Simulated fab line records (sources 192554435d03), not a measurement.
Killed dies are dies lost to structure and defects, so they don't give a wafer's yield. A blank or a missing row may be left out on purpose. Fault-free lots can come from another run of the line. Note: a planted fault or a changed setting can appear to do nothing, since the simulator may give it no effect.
8D (eight disciplines) problem report, filled in by code | flow n5Finfet | the parts of the form that need people (team, actions taken, sign-off) are left out

## 1. WHAT WENT WRONG
At N5_BEOL_M1_COAT_22, spinSpeedRpm averages 1834.8 rpm over 6 wafers from 2 lots, while fault-free wafers read 1499.9 rpm, standard deviation 0.89. That is +99 or more standard deviations from the usual mean.
The step: resist thk 30 nm.
Earliest sighting: wafer L192.1 on lithoTrack-01 at day 10 03:18. The record has a number at this step for 27 wafers belonging to 9 lots. The rule behind "out" and "out of limits": a value lying over 4 standard deviations away from the usual mean. All remaining wafers that have a number are taken as sound.

## 2. WHAT IT IS, WHAT IT ISN'T
question                    | is                     | is not
which readings at this step | spinSpeedRpm           | exhaustPa
which lots                  | L192, L194             | L176, L177, L179, L180, L183, L189, L195
which wafers of those lots  | all that have a number | -
read on which tools         | lithoTrack-01          | lithoTrack-02, lithoTrack-04
when                        | from day 10 03:18      | up to then (18 sound wafers); but 3 sound wafers of L195 came after

## 3. SUSPECTS, AND WHAT RULES EACH OUT
Counting: any tool at a process step up to the reading is kept as a suspect provided that every lot that is out went through it and no sound lot did after the first of them.
- rieDiel-02 at N5_BEOL_M1_ETCH_74 (etches underlayer in N2/H2, target depth 6.5 nm, time 5.2 s): ruled out as a lasting fault. The sound lots L195 went through it after L192, its earliest lot that is out (day 10 02:52).
- lithoTrack-01 at N5_BEOL_M1_COAT_22 (resist thk 30 nm): kept. All lots that are out passed through it, beginning with L192 at day 10 03:18, and no sound lot followed; its final sound lot before that point was L183 at day 7 22:23. On those wafers its own readings are out: spinSpeedRpm.
Remaining after the count: lithoTrack-01 at N5_BEOL_M1_COAT_22.

## 4. THE CAUSE (what the simulator had put in)
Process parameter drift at N5_BEOL_M1_COAT_22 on lithoTrack-01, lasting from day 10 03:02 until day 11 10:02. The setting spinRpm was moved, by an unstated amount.
The count eliminated every tool but this one.

## 5. SEQUENCE OF EFFECTS, ordered by route
One row per reading whose mean, taken over the struck wafers that have a number, lies over 3 standard deviations from the usual. Scope: only readings with a usual standard deviation given in the record; hours: median across lots of the time from each lot's start at the first step in this table that gives one to its start at this step; sigmas: change in usual standard deviations.
hours | step               | reading      | usual      | on struck wafers | change | sigmas
0     | N5_BEOL_M1_COAT_22 | spinSpeedRpm | 1499.9 rpm | 1834.8           | +334.9 | +99 or more
The process steps in it:
- N5_BEOL_M1_COAT_22: resist thk 30 nm.
Later steps that measure or inspect, where all struck wafers having a row at the step show a number for every such reading and not one has moved that far: N5_BEOL_M4_RC_MEAS_101.

## 6. WHAT WOULD HAVE CAUGHT IT SOONER
In this record the first reading out of limits was taken at day 10 03:18, 0 hours after the fault began at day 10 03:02.
